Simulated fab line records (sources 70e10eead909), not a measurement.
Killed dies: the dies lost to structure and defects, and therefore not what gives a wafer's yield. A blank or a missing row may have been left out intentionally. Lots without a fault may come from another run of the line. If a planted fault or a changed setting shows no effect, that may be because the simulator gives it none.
Matching of chambers :: flow nand-harc :: NHARC_A_SGD_CUT_DESCUM_14 on rie-diel-10: 4 sister chambers
The step chemistry O2, time 3 s. 16 wafers are shown with their chamber, then 8 later ones without.

== EACH WAFER AND ITS CHAMBER ==
wafer: L802.3
chamber: 0
drypump-motor-current-A (A): 5.0
oes-product-au (a.u.): 0.989
throttle-valve-pct (%): 11.310

wafer: L802.5
chamber: 2
drypump-motor-current-A (A): 6.4
oes-product-au (a.u.): 1.003
throttle-valve-pct (%): 11.308

wafer: L802.6
chamber: 3
drypump-motor-current-A (A): 5.0
oes-product-au (a.u.): 1.014
throttle-valve-pct (%): 11.309

wafer: L804.1
chamber: 0
drypump-motor-current-A (A): 5.0
oes-product-au (a.u.): 1.000
throttle-valve-pct (%): 11.328

wafer: L804.3
chamber: 3
drypump-motor-current-A (A): 5.0
oes-product-au (a.u.): 1.010
throttle-valve-pct (%): 11.309

wafer: L804.5
chamber: 3
drypump-motor-current-A (A): 5.0
oes-product-au (a.u.): 1.009
throttle-valve-pct (%): 11.311

wafer: L808.3
chamber: 0
drypump-motor-current-A (A): 5.0
oes-product-au (a.u.): 0.991
throttle-valve-pct (%): 11.315

wafer: L808.4
chamber: 1
drypump-motor-current-A (A): 5.6
oes-product-au (a.u.): 0.996
throttle-valve-pct (%): 11.302

wafer: L808.6
chamber: 0
drypump-motor-current-A (A): 5.0
oes-product-au (a.u.): 1.013
throttle-valve-pct (%): 11.303

wafer: L807.1
chamber: 1
drypump-motor-current-A (A): 5.6
oes-product-au (a.u.): 1.000
throttle-valve-pct (%): 11.304

wafer: L807.2
chamber: 2
drypump-motor-current-A (A): 6.4
oes-product-au (a.u.): 0.999
throttle-valve-pct (%): 11.297

wafer: L807.3
chamber: 3
drypump-motor-current-A (A): 4.9
oes-product-au (a.u.): 1.010
throttle-valve-pct (%): 11.323

wafer: L811.1
chamber: 2
drypump-motor-current-A (A): 6.4
oes-product-au (a.u.): 0.996
throttle-valve-pct (%): 11.301

wafer: L811.4
chamber: 0
drypump-motor-current-A (A): 5.0
oes-product-au (a.u.): 1.004
throttle-valve-pct (%): 11.306

wafer: L811.5
chamber: 3
drypump-motor-current-A (A): 4.9
oes-product-au (a.u.): 1.007
throttle-valve-pct (%): 11.308

wafer: L814.4
chamber: 2
drypump-motor-current-A (A): 6.4
oes-product-au (a.u.): 0.996
throttle-valve-pct (%): 11.313

SIGNATURES (averages over the wafers above)
reading: drypump-motor-current-A
chamber 0: 5.000
chamber 1: 5.600
chamber 2: 6.400
chamber 3: 4.960
scatter within a chamber: 0.0316

reading: oes-product-au
chamber 0: 0.99940
chamber 1: 0.99800
chamber 2: 0.99850
chamber 3: 1.01000
scatter within a chamber: 0.00614

reading: throttle-valve-pct
chamber 0: 11.31240
chamber 1: 11.30300
chamber 2: 11.30475
chamber 3: 11.31200
scatter within a chamber: 0.00762
Rule: a wafer's distance from a chamber is the root of the sum, over the readings, of the square of ((its reading less the chamber's mean) divided by the reading's scatter). The wafer belongs to the nearest chamber; if the next one is less than 2 further off, it can't be placed. The scatter: take each reading less its chamber's mean, square it, sum over the shown wafers, divide by the number of wafers less the number of chambers, and take the root.

== WAFERS MISSING THEIR CHAMBER ==
wafer: L814.5
drypump-motor-current-A (A): 5.0
oes-product-au (a.u.): 1.004
throttle-valve-pct (%): 11.316

wafer: L814.6
drypump-motor-current-A (A): 5.0
oes-product-au (a.u.): 0.993
throttle-valve-pct (%): 11.303

wafer: L822.2
drypump-motor-current-A (A): 5.0
oes-product-au (a.u.): 1.006
throttle-valve-pct (%): 11.307

wafer: L822.4
drypump-motor-current-A (A): 5.6
oes-product-au (a.u.): 0.996
throttle-valve-pct (%): 11.311

wafer: L822.6
drypump-motor-current-A (A): 5.0
oes-product-au (a.u.): 1.002
throttle-valve-pct (%): 11.310

wafer: L823.2
drypump-motor-current-A (A): 5.6
oes-product-au (a.u.): 0.997
throttle-valve-pct (%): 11.313

wafer: L823.3
drypump-motor-current-A (A): 6.4
oes-product-au (a.u.): 0.999
throttle-valve-pct (%): 11.296

wafer: L823.5
drypump-motor-current-A (A): 6.4
oes-product-au (a.u.): 1.003
throttle-valve-pct (%): 11.311

== THE CHAMBER EACH PASSED THROUGH ==
wafer: L814.5
from the rows above: can't be placed: 0 or 3
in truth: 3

wafer: L814.6
from the rows above: can't be placed: 0 or 3
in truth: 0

wafer: L822.2
from the rows above: can't be placed: 0 or 3
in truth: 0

wafer: L822.4
from the rows above: 1
in truth: 1

wafer: L822.6
from the rows above: can't be placed: 0 or 3
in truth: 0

wafer: L823.2
from the rows above: 1
in truth: 1

wafer: L823.3
from the rows above: 2
in truth: 2

wafer: L823.5
from the rows above: 2
in truth: 2
Correct placement for 4 of the 8. Can't be placed from these rows: 4 (the true chamber is among the candidates in 4). Number placed wrongly: 0.
